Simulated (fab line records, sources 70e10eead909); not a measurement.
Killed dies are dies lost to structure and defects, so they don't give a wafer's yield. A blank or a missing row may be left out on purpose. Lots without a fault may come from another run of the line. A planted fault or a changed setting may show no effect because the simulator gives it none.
fab line records | flow nand_harc
record lots=21 wafers=63 last_day=34
route steps=1302 shown A_STAIRCASE@819 A_SGD_CUT@907
lots that met no fault: from a run of the same line without faults
start_h: hours from the record's first day to the start of the lot's first wafer shown | wait_h: hours since the lot's step before | " the same as in the row above | L1.1+2: a row that stands for several wafers | - no value, or no start given | * or withheld: withheld | < > ~ a bound
route shown NAME@n: a module of which the file shows steps, and the number in the route of the first | usual: mean/standard deviation of fault-free wafers | same: alike in all rows | chamber/n: place in a boat | sites: the reading at each site | _std_site: their standard deviation | _edge_site: outer sites' mean less inner sites' | radius_mm: how far each site lies from the wafer's centre | mask NAME#n: copy n | behind: the tool/chamber that last shaped the wafer | hold: why the lot was held/for how many hours/how that ended | device: the transistor (n, p or np) that didn't switch | end of line: the same wafers' tests at the end of the route | a step without rows: its recipe alone | killed: dies lost to structure and defects at the first sort, not the wafer's yield | map: a wafer's dies, x killed, . not, _ none there
set.NAME: the setting as run; set.NAME@STEP: as run at that earlier step | model.NAME: the simulator's own value behind a step, which no gauge read
steps of the route over a sample of lots; a table a step, a row a wafer
services: from which hour (start_h, from the record's first day; less than 0 if before it) a tool's chamber was out of use, for how many hours, and why
## steps
# step NHARC_A_STAIRCASE_DEP_301
# recipe target_thk_a=300 target_thk_nm=30 temp_c=400 pressure_torr=3.5 flow_sccm=200 rf_w=350 material=SiON
# usual chamber_pressure_Torr=3.500/0.0078 heater_power_w=734/110 showerhead_vpp_V=1169/62
# columns lot.wafer tool chamber start_h wait_h chamber_pressure_Torr heater_power_w showerhead_vpp_V
L075.2 pecvd-04 2 394.08 1.3 3.488 537 1220
L075.3 " 0 " " 3.501 889 1199
L075.5 " 0 " " 3.507 891 1182
L076.2 pecvd-01 2 402.53 1.3 3.507 690 1098
L076.1 " 0 " " 3.496 773 1189
L076.5 " 1 " " 3.508 795 1121
L074.4 pecvd-04 2 404.46 0.7 3.496 523 1214
L074.3 " 1 " " 3.493 888 1177
L074.5 " 1 " " 3.502 887 1147
L077.2 pecvd-04 1 411.44 1.3 3.487 909 1154
L077.4 " 1 " " 3.506 905 1163
L077.6 " 1 " " 3.501 898 1132
L078.1 pecvd-01 1 413.23 1.5 3.490 832 1126
L078.2 " 0 " " 3.494 804 1161
L078.4 " 2 " " 3.486 654 1099
L080.1 pecvd-04 2 427.42 1.6 3.501 618 1219
L080.2 " 0 " " 3.499 858 1208
L080.4 " 1 " " 3.514 759 1152
L079.2 pecvd-02 2 436.43 1.7 3.499 701 1307
L079.5 " 0 " " 3.499 642 1194
L079.6 " 1 " " 3.496 789 1113
L082.1 pecvd-01 0 473.62 1.6 3.496 762 1165
L082.6 " 2 " " 3.505 635 1118
L082.5 " 0 " " 3.503 740 1171
L081.2 pecvd-02 1 476.65 1.3 3.504 670 1108
L081.1 " 0 " " 3.497 633 1217
L081.4 " 2 " " 3.489 633 1291
L083.1 pecvd-04 2 485.08 1.6 3.510 582 1221
L083.3 " 1 " " 3.511 880 1150
L083.4 " 1 " " 3.507 897 1158
L085.3 pecvd-04 2 492.29 1.0 3.497 618 1202
L085.5 " 1 " " 3.517 812 1150
L085.4 " 2 " " 3.500 601 1216
L086.1 pecvd-02 1 494.09 1.6 3.503 783 1097
L086.6 " 1 " " 3.503 781 1108
L086.5 " 2 " " 3.498 584 1307
L088.1 pecvd-01 2 518.41 1.6 3.509 698 1102
L088.4 " 1 " " 3.503 865 1106
L088.6 " 2 " " 3.506 680 1090
L087.1 pecvd-02 0 525.76 1.6 3.507 659 1181
L087.4 " 2 " " 3.510 680 1294
L087.6 " 1 " " 3.503 762 1093
L090.1 pecvd-01 2 543.75 1.7 3.490 670 1097
L090.3 " 1 " " 3.504 824 1106
L090.6 " 1 " " 3.498 822 1120
L091.2 pecvd-01 2 545.03 1.2 3.498 680 1107
L091.1 " 1 " " 3.500 898 1132
L091.3 " 1 " " 3.493 915 1112
L092.3 pecvd-01 1 550.84 1.0 3.500 854 1093
L092.6 " 2 " " 3.504 637 1092
L092.4 " 0 " " 3.493 790 1211
L093.2 pecvd-04 0 570.43 1.2 3.497 946 1211
L093.4 " 0 " " 3.521 946 1221
L093.5 " 2 " " 3.491 571 1223
L096.1 pecvd-02 2 602.60 1.6 3.505 719 1320
L096.3 " 1 " " 3.497 653 1110
L096.6 " 2 " " 3.513 700 1300
L097.1 pecvd-01 2 602.66 1.5 3.501 664 1110
L097.2 " 0 " " 3.495 753 1165
L097.5 " 2 " " 3.486 643 1097
L095.3 pecvd-04 2 621.76 1.0 3.514 548 1196
L095.6 " 0 " " 3.515 937 1198
L095.4 " 1 " " 3.494 876 1156
# step NHARC_A_STAIRCASE_DESCUM_312
# recipe time_s=3 o2_flow_sccm=200 ar_flow_sccm=0 bias_power_w=0 chemistry=O2
# usual drypump_motor_current_A=5.7/0.37 oes_product_au=1.004/0.01 rf_vpp_V=57.7/0.95 showerhead_plenum_p_Torr=1.92/0.074 throttle_valve_pct=11.312/0.0085
# columns lot.wafer tool chamber start_h wait_h drypump_motor_current_A oes_product_au rf_hours_counter_h rf_vpp_V showerhead_plenum_p_Torr throttle_valve_pct
L075.3 rie_diel-08 1 394.92 - 5.6 1.003 4 58.2 1.99 11.307
L075.2 " 2 " " 5.6 0.994 4 58.8 1.88 11.312
L075.5 " 0 " " 5.4 1.014 - 56.2 1.94 11.313
L076.1 rie_diel-11 0 403.48 - 6.6 1.001 43 57.2 1.93 11.317
L076.2 " 1 " " 5.1 0.998 40 57.2 1.90 11.306
L076.5 " 1 " " 5.1 0.997 - 58.1 1.90 11.316
L074.4 rie_diel-01 2 405.31 - 6.2 1.015 5 57.1 1.78 11.307
L074.3 " 0 " " 5.4 0.998 4 57.7 2.07 11.315
L074.5 " 3 " " 5.7 0.988 - 56.9 1.85 11.304
L077.2 rie_diel-01 1 412.37 - 5.9 1.012 9 57.2 1.94 11.298
L077.4 " 3 " " 5.7 0.987 - 56.1 1.85 11.300
L077.6 " 0 " " 5.4 0.992 - 57.5 2.07 11.329
L078.2 rie_diel-08 1 414.21 - 5.6 1.000 9 56.9 1.98 11.300
L078.1 " 3 " " 5.8 1.004 10 58.2 1.89 11.316
L078.4 " 2 " " 5.6 1.003 - 57.1 1.87 11.299
L080.4 rie_diel-08 3 428.25 - 5.8 0.999 13 56.2 1.88 11.318
L080.2 " 0 " " 5.3 1.000 8 59.6 1.94 11.305
L080.1 " 1 " " 5.6 1.007 12 59.4 1.98 11.313
L079.2 rie_diel-01 0 437.30 - 5.4 1.000 15 59.6 2.07 11.322
L079.6 " 2 " " 6.2 1.009 - 57.8 1.78 11.317
L079.5 " 3 " " 5.7 0.990 - 57.3 1.85 11.317
L082.1 rie_diel-11 1 474.43 - 5.1 0.992 10 57.9 1.89 11.310
L082.5 " 0 " " 6.7 0.996 - 58.9 1.93 11.306
L082.6 " 1 " " 5.1 0.993 - 57.0 1.89 11.321
L081.1 rie_diel-01 1 477.64 - 5.9 1.018 35 57.8 1.93 11.313
L081.2 " 2 " " 6.2 1.008 27 57.0 1.78 11.309
L081.4 " 1 " " 5.9 1.020 - 58.7 1.93 11.304
L083.3 rie_diel-01 2 486.08 - 6.2 1.012 28 55.7 1.78 11.307
L083.1 " 3 " " 5.6 0.985 29 57.0 1.84 11.319
L083.4 " 0 " " 5.4 0.996 33 59.6 2.06 11.305
L085.3 rie_diel-01 0 493.26 - 5.4 1.007 35 58.2 2.06 11.313
L085.4 " 2 " " 6.2 1.031 - 57.0 1.78 11.309
L085.5 " 0 " " 5.4 1.015 - 58.1 2.06 11.320
L086.1 rie_diel-08 1 495.07 - 5.6 1.018 36 57.5 1.97 11.306
L086.5 " 2 " " 5.6 1.002 - 55.7 1.86 11.318
L086.6 " 3 " " 5.9 1.008 - 57.2 1.88 11.307
L088.4 rie_diel-08 0 519.35 - 5.3 1.009 41 58.3 1.93 11.318
L088.1 " 1 " " 5.6 1.002 44 58.1 1.97 11.331
L088.6 " 3 " " 5.8 1.007 - 58.1 1.87 11.303
L087.4 rie_diel-11 2 526.75 - 5.4 1.011 24 56.9 1.96 11.314
L087.1 " 3 " " 5.2 1.005 26 58.5 2.01 11.303
L087.6 " 2 " " 5.4 1.006 - 58.2 1.96 11.305
L090.3 rie_diel-08 2 544.66 - 5.6 0.998 60 57.4 1.86 11.312
L090.1 " 3 " " 5.8 1.008 59 57.3 1.87 11.310
L090.6 " 2 " " 5.6 1.011 - 57.2 1.86 11.315
L091.1 rie_diel-08 0 545.97 - 5.3 1.001 54 56.3 1.93 11.317
L091.3 " 2 " " 5.6 0.992 60 57.8 1.86 11.304
L091.2 " 3 " " 5.8 1.003 59 58.3 1.87 11.317
L092.4 rie_diel-01 0 551.76 - 5.4 1.000 55 55.0 2.06 11.321
L092.3 " 1 " " 5.9 1.007 58 56.5 1.92 11.308
L092.6 " 0 " " 5.4 1.011 - 58.5 2.06 11.306
L093.4 rie_diel-08 1 571.42 - 5.6 1.006 7 58.1 1.97 11.315
L093.2 " 2 " " 5.6 1.013 5 57.9 1.86 11.309
L093.5 " 2 " " 5.6 1.004 - 56.2 1.86 11.317
L096.1 rie_diel-08 1 603.63 - 5.6 0.992 19 59.0 1.96 11.314
L096.3 " 3 " " 5.8 0.999 18 55.8 1.86 11.304
L096.6 " 0 " " 5.4 1.021 - 59.0 1.92 11.303
L097.2 rie_diel-11 3 603.80 - 5.3 1.010 53 59.0 2.00 11.316
L097.1 " 1 " " 5.1 1.002 49 56.7 1.88 11.306
L097.5 " 2 " " 5.4 1.011 - 58.6 1.95 11.325
L095.3 rie_diel-08 0 622.70 - 5.3 1.013 26 57.2 1.92 11.294
L095.4 " 3 " " 5.8 0.999 26 56.4 1.86 11.303
L095.6 " 1 " " 5.6 0.996 - 56.4 1.96 11.316
# step NHARC_A_STAIRCASE_STRIP_316
# recipe o2_flow_sccm=500 ar_flow_sccm=0 bias_w=0 chemistry=O2
# usual drypump_motor_current_A=5.7/0.36 oes_product_au=1.003/0.0096 rf_vpp_V=57.9/0.84 showerhead_plenum_p_Torr=3.54/0.13 throttle_valve_pct=17.036/0.0087
# same bias_w=0
# columns lot.wafer tool chamber start_h wait_h drypump_motor_current_A oes_product_au rf_hours_counter_h rf_vpp_V showerhead_plenum_p_Torr throttle_valve_pct
L075.2 rie_diel-08 3 - - 5.9 0.997 4 57.0 3.48 17.032
L075.3 " 0 " " 5.4 0.994 5 58.5 3.58 17.036
L075.5 " 2 " " 5.6 0.983 - 56.2 3.46 17.032
L076.1 rie_diel-11 0 - - 6.7 1.003 44 57.3 3.56 17.034
L076.2 " 1 " " 5.1 1.004 41 58.4 3.50 17.040
L076.5 " 3 " " 5.2 1.003 - 58.5 3.71 17.044
L074.3 rie_diel-01 0 - - 5.4 0.996 8 58.3 3.80 17.034
L074.4 " 0 " " 5.4 1.004 - 58.5 3.80 17.032
L074.5 " 1 " " 5.9 1.019 - 56.4 3.57 17.025
L077.4 rie_diel-01 0 - - 5.4 1.004 10 57.5 3.80 17.041
L077.2 " 3 " " 5.7 0.991 9 56.8 3.42 17.035
L077.6 " 0 " " 5.4 1.003 - 58.3 3.80 17.041
L078.1 rie_diel-08 1 - - 5.6 0.999 10 58.6 3.65 17.033
L078.2 " 2 " " 5.6 0.997 10 57.9 3.46 17.027
L078.4 " 1 " " 5.6 1.009 - 57.6 3.65 17.030
L080.4 rie_diel-08 0 - - 5.4 1.004 9 57.9 3.58 17.031
L080.1 " 1 " " 5.6 0.992 13 58.1 3.65 17.035
L080.2 " 3 " " 5.8 1.002 14 57.4 3.48 17.008
L079.2 rie_diel-01 3 - - 5.7 0.991 15 57.4 3.41 17.046
L079.5 " 2 " " 6.2 1.014 - 56.7 3.30 17.070
L079.6 " 3 " " 5.7 0.997 - 58.1 3.41 17.019
L082.1 rie_diel-11 3 - - 5.2 1.004 14 58.3 3.70 17.034
L082.5 " 3 " " 5.2 1.003 - 58.9 3.70 17.026
L082.6 " 0 " " 6.7 1.002 - 57.4 3.55 17.031
L081.2 rie_diel-01 1 - - 5.9 1.016 35 57.4 3.56 17.026
L081.1 " 2 " " 6.2 1.017 27 56.6 3.29 17.050
L081.4 " 0 " " 5.4 1.007 - 56.7 3.79 17.024
L083.1 rie_diel-01 0 - - 5.5 1.006 34 58.4 3.79 17.030
L083.3 " 1 " " 5.9 1.011 36 57.5 3.56 17.030
L083.4 " 3 " " 5.7 0.994 29 56.9 3.41 17.027
L085.3 rie_diel-01 0 - - 5.5 1.008 35 57.9 3.79 17.038
L085.4 " 3 " " 5.7 0.986 - 58.2 3.40 17.037
L085.5 " 0 " " 5.5 1.000 - 58.7 3.79 17.055
L086.1 rie_diel-08 2 - - 5.6 1.009 42 57.9 3.44 17.035
L086.5 " 3 " " 5.9 1.009 - 58.7 3.46 17.033
L086.6 " 0 " " 5.4 1.013 - 56.7 3.56 17.024
L088.1 rie_diel-08 2 - - 5.6 1.001 49 58.0 3.44 17.040
L088.4 " 1 " " 5.6 1.010 45 58.2 3.63 17.032
L088.6 " 3 " " 5.8 1.004 - 56.8 3.46 17.039
L087.1 rie_diel-11 0 - - 6.7 1.003 28 59.3 3.54 17.037
L087.4 " 3 " " 5.3 1.002 26 58.9 3.70 17.041
L087.6 " 0 " " 6.7 1.007 - 56.7 3.54 17.023
L090.3 rie_diel-08 0 - - 5.4 1.010 54 57.5 3.55 17.037
L090.1 " 1 " " 5.6 1.000 57 59.5 3.62 17.029
L090.6 " 0 " " 5.4 1.004 - 58.2 3.55 17.039
L091.1 rie_diel-08 0 - - 5.4 0.993 55 57.7 3.55 17.024
L091.2 " 1 " " 5.6 0.987 57 57.4 3.62 17.051
L091.3 " 2 " " 5.6 0.990 61 57.4 3.43 17.032
L092.4 rie_diel-01 0 - - 5.5 1.007 56 58.8 3.78 17.040
L092.3 " 2 " " 6.2 1.015 51 57.2 3.28 17.035
L092.6 " 3 " " 5.7 0.973 - 57.4 3.39 17.042
L093.2 rie_diel-08 3 - - 5.8 0.996 4 57.5 3.45 17.028
L093.4 " 1 " " 5.6 1.002 7 59.5 3.62 17.044
L093.5 " 0 " " 5.4 1.014 - 56.8 3.55 17.039
L096.1 rie_diel-08 3 - - 5.8 1.005 18 57.5 3.44 17.032
L096.3 " 0 " " 5.4 1.012 20 58.4 3.54 17.031
L096.6 " 2 " " 5.6 1.008 - 58.6 3.42 17.041
L097.1 rie_diel-11 2 - - 5.4 1.013 49 58.0 3.59 17.055
L097.2 " 3 " " 5.2 1.004 53 59.1 3.68 17.045
L097.5 " 3 " " 5.3 1.005 - 58.6 3.68 17.035
L095.3 rie_diel-08 3 - - 5.8 0.989 27 57.0 3.44 17.036
L095.4 " 1 " " 5.6 0.992 25 59.4 3.61 17.019
L095.6 " 3 " " 5.9 1.002 - 57.8 3.44 17.039
# step NHARC_A_STAIRCASE_ETCHBACK_416
# recipe target_depth_a=360 time_s=7.2 c4f8_flow_sccm=withheld o2_flow_sccm=8 ar_flow_sccm=withheld rf_w=600 bias_w=800 chemistry=C4F8/O2/Ar
# usual bias_w=799.9/2.5 oes_product_au=0.937/0.026 rf_vpp_V=724/4.2
# columns lot.wafer tool chamber start_h wait_h bias_w oes_product_au rf_hours_counter_h rf_vpp_V
L075.3 rie_diel-01 3 - - 799.7 0.988 2 721
L075.2 " 0 " " 801.1 0.996 2 732
L075.5 " 2 " " 798.3 1.013 - 717
L076.2 rie_diel-11 2 - - 798.7 0.939 49 725
L076.1 " 0 " " 801.8 0.936 45 724
L076.5 " 1 " " 804.9 0.930 - 721
L074.3 rie_diel-08 3 - - 798.8 0.930 10 721
L074.5 " 3 " " 803.7 0.936 - 721
L074.4 " 2 " " 800.0 0.917 - 722
L077.2 rie_diel-08 3 - - 806.3 0.931 11 721
L077.4 " 1 " " 799.9 0.917 - 727
L077.6 " 3 " " 801.8 0.927 - 723
L078.4 rie_diel-01 0 - - 798.5 0.923 10 731
L078.2 " 1 " " 801.3 0.931 10 725
L078.1 " 3 " " 796.2 0.918 9 721
L080.2 rie_diel-11 0 - - 796.1 0.931 51 724
L080.1 " 2 " " 804.2 0.925 56 726
L080.4 " 3 " " 805.1 0.935 56 728
L079.2 rie_diel-08 0 - - 804.2 0.933 11 725
L079.5 " 3 " " 804.4 0.936 - 722
L079.6 " 0 " " 801.7 0.936 - 725
L082.1 rie_diel-11 3 - - 801.9 0.934 14 728
L082.6 " 3 " " 799.6 0.934 - 730
L082.5 " 0 " " 796.8 0.930 - 724
L081.2 rie_diel-01 0 - - 795.6 0.935 33 731
L081.4 " 2 " " 798.6 0.951 28 715
L081.1 " 3 " " 798.5 0.925 28 719
L083.4 rie_diel-08 0 - - 798.8 0.934 33 724
L083.3 " 2 " " 800.0 0.911 40 722
L083.1 " 3 " " 797.6 0.927 40 722
L085.4 rie_diel-11 1 - - 793.8 0.912 14 723
L085.3 " 3 " " 800.0 0.932 16 729
L085.5 " 1 " " 797.8 0.913 - 722
L086.1 rie_diel-11 1 - - 802.5 0.928 14 722
L086.5 " 3 " " 798.9 0.925 - 727
L086.6 " 0 " " 799.1 0.928 - 723
L088.4 rie_diel-01 0 - - 797.5 0.928 46 729
L088.1 " 1 " " 799.5 0.932 48 724
L088.6 " 2 " " 798.8 0.939 - 716
L087.1 rie_diel-01 1 532.15 3.0 799.6 0.925 50 725
L087.4 " 0 " " 802.3 0.928 49 730
L087.6 " 2 " " 799.2 0.931 - 716
L091.1 rie_diel-01 2 - - 794.0 0.934 50 716
L091.2 " 3 " " 803.6 0.909 49 719
L091.3 " 1 " " 798.9 0.923 58 724
L090.3 rie_diel-01 0 552.68 5.3 805.7 0.937 56 728
L090.1 " 3 " " 801.2 0.913 50 718
L090.6 " 1 " " 800.4 0.930 - 724
L092.3 rie_diel-01 1 - - 802.6 0.920 59 724
L092.4 " 3 " " 797.8 0.904 50 719
L092.6 " 1 " " 804.1 0.920 - 724
L093.4 rie_diel-01 2 - - 800.5 1.008 2 731
L093.2 " 1 " " 799.7 0.995 2 724
L093.5 " 3 " " 801.1 0.988 - 719
L096.3 rie_diel-11 3 - - 793.9 0.922 53 727
L096.1 " 1 " " 802.8 0.911 50 722
L096.6 " 3 " " 795.2 0.924 - 728
L097.1 rie_diel-01 3 - - 800.2 0.922 15 718
L097.2 " 0 " " 802.7 0.915 16 729
L097.5 " 0 " " 801.8 0.908 - 729
L095.3 rie_diel-08 3 - - 802.8 0.930 27 720
L095.4 " 0 " " 801.1 0.949 28 724
L095.6 " 3 " " 799.5 0.930 - 720
# step NHARC_A_SGD_CUT_ETCH_15
# recipe target_depth_a=750 time_s=64.3 ch3f_flow_sccm=50 o2_flow_sccm=30 ar_flow_sccm=200 rf_w=500 bias_w=100 chemistry=CH3F/O2
# usual bias_w=99.98/0.28 drypump_motor_current_A=5.6/0.34 oes_product_au=0.961/0.02 rf_vpp_V=264.3/1.7 showerhead_plenum_p_Torr=2.49/0.1 throttle_valve_pct=20.662/0.009
# columns lot.wafer tool chamber start_h wait_h bias_w drypump_motor_current_A oes_product_au rf_hours_counter_h rf_vpp_V showerhead_plenum_p_Torr throttle_valve_pct
L075.3 rie_diel-06 2 - - 100.12 5.2 0.980 6 266.4 2.65 20.659
L075.2 " 3 " " 99.75 5.8 0.943 6 262.0 2.30 20.674
L075.5 " 3 " " 100.19 5.8 0.947 - 261.7 2.30 20.658
L076.1 rie_diel-10 0 - - 99.79 5.6 0.915 2 263.1 2.39 20.673
L076.2 " 2 " " 99.79 5.6 0.931 3 264.1 2.47 20.671
L076.5 " 0 " " 99.57 5.6 0.904 - 263.5 2.39 20.655
L074.4 rie_diel-06 2 - - 100.16 5.2 0.992 6 267.7 2.65 20.651
L074.3 " 0 " " 99.64 5.8 0.944 6 267.7 2.51 20.665
L074.5 " 2 " " 100.00 5.2 0.982 - 266.5 2.65 20.653
L077.4 rie_diel-10 0 - - 99.84 5.6 0.948 3 263.4 2.39 20.657
L077.2 " 3 " " 100.59 6.2 0.952 2 265.6 2.54 20.666
L077.6 " 1 " " 99.98 5.6 0.982 - 264.0 2.50 20.680
L078.4 rie_diel-06 1 - - 99.83 5.1 0.987 7 267.9 2.63 20.663
L078.1 " 2 " " 100.26 5.2 0.961 7 266.2 2.65 20.661
L078.2 " 3 " " 100.29 5.9 0.959 7 263.1 2.30 20.674
L080.2 rie_diel-10 1 - - 99.59 5.7 0.971 5 263.6 2.50 20.650
L080.4 " 2 " " 99.97 5.6 0.982 5 264.4 2.47 20.653
L080.1 " 3 " " 100.25 6.2 0.963 4 265.5 2.53 20.651
L079.2 rie_diel-03 1 - - 99.64 6.2 0.973 0 263.1 2.39 20.662
L079.5 " 2 " " 99.65 6.0 0.981 - 264.8 2.52 20.665
L079.6 " 3 " " 100.28 5.4 0.966 - 261.7 2.36 20.677
L082.1 rie_diel-10 1 - - 99.68 5.6 0.990 9 266.5 2.50 20.678
L082.6 " 2 " " 100.22 5.6 0.994 - 264.1 2.47 20.660
L082.5 " 3 " " 99.94 6.2 0.959 - 264.3 2.53 20.661
L083.1 rie_diel-06 1 - - 99.97 5.1 0.974 2 264.7 2.63 20.661
L083.3 " 2 " " 99.76 5.2 0.970 2 266.0 2.64 20.651
L083.4 " 1 " " 100.01 5.1 0.970 - 265.2 2.63 20.657
L081.2 rie_diel-03 1 - - 100.00 6.2 0.961 3 263.2 2.39 20.669
L081.4 " 2 " " 99.72 6.0 0.963 3 264.4 2.52 20.662
L081.1 " 3 " " 100.16 5.4 0.958 3 261.9 2.36 20.659
L086.1 rie_diel-10 1 - - 99.87 5.6 0.965 12 264.4 2.50 20.670
L086.5 " 2 " " 100.05 5.6 0.967 - 263.1 2.47 20.661
L086.6 " 3 " " 100.12 6.2 0.961 - 264.1 2.53 20.664
L085.3 rie_diel-06 3 - - 100.34 5.8 0.984 2 260.4 2.30 20.665
L085.4 " 0 " " 100.19 5.8 0.941 2 265.2 2.50 20.667
L085.5 " 2 " " 99.96 5.2 0.978 - 266.3 2.64 20.677
L088.1 rie_diel-10 0 - - 100.61 5.6 0.939 14 262.8 2.38 20.649
L088.4 " 0 " " 99.65 5.6 0.948 - 262.3 2.38 20.673
L088.6 " 1 " " 100.03 5.6 0.966 - 265.8 2.50 20.655
L087.1 rie_diel-03 2 - - 99.87 6.0 0.967 6 264.5 2.52 20.663
L087.6 " 0 " " 99.95 5.9 0.968 - 264.2 2.46 20.659
L087.4 " 3 " " 99.83 5.4 0.961 - 263.2 2.36 20.654
L091.3 rie_diel-03 3 - - 99.90 5.4 0.933 7 263.4 2.36 20.670
L091.2 " 0 " " 99.85 5.9 0.942 8 264.0 2.46 20.664
L091.1 " 2 " " 99.69 6.0 0.940 7 265.4 2.52 20.665
L090.3 rie_diel-06 2 596.60 - 100.12 5.2 0.970 5 267.0 2.64 20.637
L090.1 " 3 " " 100.62 5.8 0.969 4 261.2 2.30 20.653
L090.6 " 3 " " 100.32 5.8 0.967 - 261.5 2.30 20.658
L092.4 rie_diel-06 2 - - 99.80 5.2 0.920 5 266.5 2.64 20.653
L092.3 " 0 " " 100.26 5.8 0.905 5 264.6 2.50 20.650
L092.6 " 1 " " 100.14 5.1 0.920 - 266.2 2.62 20.644
L093.4 rie_diel-03 2 - - 99.94 6.1 0.951 9 265.5 2.52 20.667
L093.2 " 3 " " 100.18 5.4 0.941 10 262.2 2.36 20.670
L093.5 " 1 " " 99.96 6.2 0.945 - 262.7 2.39 20.661
L096.1 rie_diel-03 2 - - 99.92 6.0 0.972 1 262.9 2.52 20.656
L096.3 " 0 " " 99.96 5.9 0.955 1 263.1 2.46 20.652
L096.6 " 2 " " 100.40 6.1 0.967 - 266.0 2.52 20.656
L097.2 rie_diel-10 2 - - 100.36 5.7 0.966 4 263.9 2.47 20.658
L097.1 " 3 " " 100.12 6.2 0.992 4 264.7 2.53 20.658
L097.5 " 1 " " 100.06 5.6 0.959 - 265.0 2.50 20.672
L095.4 rie_diel-10 2 - - 99.85 5.6 0.980 6 264.4 2.47 20.663
L095.3 " 1 " " 99.60 5.6 0.957 5 262.7 2.50 20.654
L095.6 " 3 " " 100.33 6.2 0.987 - 265.6 2.53 20.669
# step NHARC_A_SGD_CUT_STRIP_17
# recipe o2_flow_sccm=500 ar_flow_sccm=0 bias_w=0 chemistry=O2
# usual drypump_motor_current_A=5.7/0.33 oes_product_au=0.999/0.012 rf_vpp_V=57.8/0.89 showerhead_plenum_p_Torr=3.56/0.14 throttle_valve_pct=17.037/0.0099
# same bias_w=0
# columns lot.wafer tool chamber start_h wait_h drypump_motor_current_A oes_product_au rf_hours_counter_h rf_vpp_V showerhead_plenum_p_Torr throttle_valve_pct
L075.2 rie_diel-06 2 - - 5.2 1.012 6 59.4 3.79 17.030
L075.3 " 0 " " 5.8 0.983 6 58.4 3.59 17.030
L075.5 " 2 " " 5.2 1.021 - 57.1 3.79 17.034
L076.1 rie_diel-10 1 - - 5.6 1.011 3 59.2 3.59 17.038
L076.2 " 2 " " 5.6 0.996 3 58.3 3.55 17.038
L076.5 " 1 " " 5.6 1.010 - 57.2 3.59 17.042
L074.4 rie_diel-06 3 - - 5.9 0.999 6 59.2 3.30 17.047
L074.3 " 1 " " 5.1 1.020 6 58.3 3.76 17.020
L074.5 " 3 " " 5.8 0.995 - 55.4 3.31 17.058
L077.2 rie_diel-10 3 - - 6.2 0.993 2 60.0 3.63 17.034
L077.4 " 1 " " 5.6 1.002 3 57.1 3.59 17.050
L077.6 " 0 " " 5.6 0.982 - 57.1 3.43 17.019
L078.2 rie_diel-06 3 - - 5.8 1.003 7 56.6 3.30 17.037
L078.4 " 0 " " 5.8 0.976 7 58.2 3.59 17.044
L078.1 " 1 " " 5.1 1.025 7 57.1 3.76 17.049
L080.2 rie_diel-10 3 - - 6.2 1.001 4 57.6 3.63 17.042
L080.4 " 0 " " 5.6 0.982 5 56.4 3.43 17.039
L080.1 " 2 " " 5.6 0.992 5 56.8 3.55 17.040
L079.2 rie_diel-03 0 - - 5.9 1.007 1 57.0 3.54 17.031
L079.6 " 2 " " 6.0 1.008 - 58.0 3.62 17.037
L079.5 " 3 " " 5.4 0.995 - 57.0 3.39 17.036
L082.1 rie_diel-10 3 - - 6.2 1.001 8 57.5 3.63 17.033
L082.6 " 0 " " 5.6 0.978 - 57.5 3.43 17.042
L082.5 " 1 " " 5.6 1.016 - 58.4 3.59 17.034
L083.1 rie_diel-06 1 - - 5.1 1.004 2 57.6 3.76 17.055
L083.3 " 2 " " 5.2 1.014 2 58.6 3.78 17.035
L083.4 " 2 " " 5.2 0.999 - 58.0 3.79 17.056
L081.2 rie_diel-03 0 - - 5.9 1.008 3 58.2 3.54 17.034
L081.4 " 1 " " 6.2 1.015 3 59.7 3.43 17.032
L081.1 " 2 " " 6.1 1.004 3 58.9 3.62 17.021
L086.1 rie_diel-10 0 - - 5.6 0.984 12 57.0 3.42 17.052
L086.5 " 1 " " 5.7 1.012 - 58.0 3.58 17.042
L086.6 " 2 " " 5.6 0.997 - 58.1 3.55 17.046
L085.4 rie_diel-06 2 - - 5.2 1.000 3 58.7 3.78 17.027
L085.3 " 3 " " 5.9 1.003 2 57.7 3.30 17.052
L085.5 " 1 " " 5.1 1.012 - 58.6 3.76 17.031
L088.1 rie_diel-10 0 - - 5.6 0.981 15 56.3 3.42 17.041
L088.4 " 1 " " 5.6 0.999 - 56.7 3.58 17.044
L088.6 " 0 " " 5.6 0.983 - 57.4 3.42 17.012
L087.1 rie_diel-03 0 - - 5.9 1.006 7 57.2 3.54 17.037
L087.4 " 2 " " 6.0 1.009 - 57.1 3.61 17.052
L087.6 " 0 " " 5.9 1.010 - 58.8 3.54 17.040
L091.3 rie_diel-03 2 - - 6.0 1.000 7 57.8 3.61 17.012
L091.2 " 3 " " 5.4 0.984 8 57.6 3.39 17.050
L091.1 " 0 " " 5.9 0.997 8 57.6 3.53 17.037
L090.1 rie_diel-03 2 596.99 0.1 6.0 0.998 7 58.4 3.61 17.017
L090.3 " 3 " " 5.4 0.994 8 58.0 3.39 17.056
L090.6 " 2 " " 6.0 1.000 - 56.8 3.61 17.045
L092.4 rie_diel-06 2 - - 5.2 0.997 5 58.0 3.78 17.028
L092.3 " 0 " " 5.8 0.983 6 58.7 3.59 17.038
L092.6 " 3 " " 5.9 1.004 - 57.1 3.30 17.050
L093.4 rie_diel-03 3 - - 5.4 0.998 10 58.6 3.39 17.049
L093.2 " 0 " " 5.9 1.004 10 57.4 3.53 17.043
L093.5 " 0 " " 5.9 1.002 - 56.4 3.53 17.044
L096.3 rie_diel-03 0 - - 5.9 0.994 1 57.8 3.53 17.035
L096.1 " 1 " " 6.2 1.010 1 57.6 3.43 17.049
L096.6 " 3 " " 5.4 0.989 - 57.8 3.39 17.032
L097.1 rie_diel-10 2 - - 5.6 1.004 4 58.4 3.54 17.037
L097.2 " 1 " " 5.6 1.002 4 56.7 3.58 17.030
L097.5 " 3 " " 6.1 1.012 - 57.7 3.62 17.045
L095.4 rie_diel-10 0 - - 5.6 0.988 5 57.8 3.42 17.045
L095.3 " 2 " " 5.6 0.996 6 59.0 3.54 17.034
L095.6 " 3 " " 6.2 1.007 - 59.7 3.62 17.040
## services
# columns tool chamber start_h hours kind
rie_diel-08 - 371.91 9.0 pm
rie_diel-11 2 374.60 5.1 repair
rie_diel-11 0 376.23 4.5 repair
rie_diel-11 1 382.95 10.2 repair
rie_diel-08 0 405.01 15.9 repair
rie_diel-01 2 406.95 6.4 repair
rie_diel-01 2 418.99 8.1 repair
rie_diel-10 - 419.53 9.0 pm
rie_diel-08 0 432.64 2.7 repair
rie_diel-11 - 435.98 9.0 pm
rie_diel-01 3 461.79 1.3 repair
rie_diel-01 3 474.99 5.7 repair
rie_diel-08 1 481.25 4.0 repair
rie_diel-11 3 486.50 8.3 repair
rie_diel-08 - 498.61 5.7 repair
rie_diel-10 2 499.61 4.9 repair
rie_diel-10 - 538.25 0.7 repair
rie_diel-08 - 548.91 9.0 pm
rie_diel-10 2 555.41 28.7 repair
rie_diel-01 - 557.90 9.0 pm
rie_diel-11 2 559.48 3.5 repair
rie_diel-01 - 591.56 0.6 repair
rie_diel-10 - 596.53 9.0 pm
rie_diel-11 - 613.16 9.0 pm
## key
fault none
